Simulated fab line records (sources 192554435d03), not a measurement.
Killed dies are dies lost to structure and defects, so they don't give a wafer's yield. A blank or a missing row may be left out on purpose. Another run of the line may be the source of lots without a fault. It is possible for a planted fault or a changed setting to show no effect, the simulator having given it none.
Chamber matching / flow n5-finfet / rie-diel-03 running N5_BEOL_M9_ETCH_65: 4 sister chambers
The step etches SiARC in CF4, target depth 15.6 nm, time 26 s. 4 wafers are shown with their chamber, then 8 later ones without.

## WAFERS, EACH WITH ITS CHAMBER
wafer=L082.1; chamber=0; drypump-motor-current-A (A)=5.2
wafer=L082.4; chamber=3; drypump-motor-current-A (A)=4.7
wafer=L082.5; chamber=2; drypump-motor-current-A (A)=5.4
wafer=L092.2; chamber=1; drypump-motor-current-A (A)=5.9

## WAFERS WITH NO CHAMBER GIVEN
wafer=L092.3; drypump-motor-current-A (A)=5.4
wafer=L092.5; drypump-motor-current-A (A)=5.2
wafer=L095.3; drypump-motor-current-A (A)=5.9
wafer=L095.4; drypump-motor-current-A (A)=5.4
wafer=L095.5; drypump-motor-current-A (A)=5.4
wafer=L096.3; drypump-motor-current-A (A)=4.8
wafer=L096.4; drypump-motor-current-A (A)=5.4
wafer=L096.5; drypump-motor-current-A (A)=5.2

## CHAMBER TAKEN BY EACH
wafer=L092.3; from the rows above=2; in truth=2
wafer=L092.5; from the rows above=0; in truth=0
wafer=L095.3; from the rows above=1; in truth=1
wafer=L095.4; from the rows above=2; in truth=2
wafer=L095.5; from the rows above=2; in truth=2
wafer=L096.3; from the rows above=3; in truth=3
wafer=L096.4; from the rows above=2; in truth=2
wafer=L096.5; from the rows above=0; in truth=0
8 of 8 placed correctly. Can't be placed from these rows: 0. Number placed wrongly: 0.
How it was worked out, from the rows above alone: a wafer's distance from a chamber is the root of the sum, over the readings, of the square of ((its reading less the chamber's mean) divided by the reading's scatter). The wafer belongs to the nearest chamber; if the next one is less than 2 further off, it can't be placed. Each chamber's mean is taken over the wafers shown for it. The scatter: root of mean squared gap, hidden wafer to nearest shown wafer, with one shown wafer a chamber.
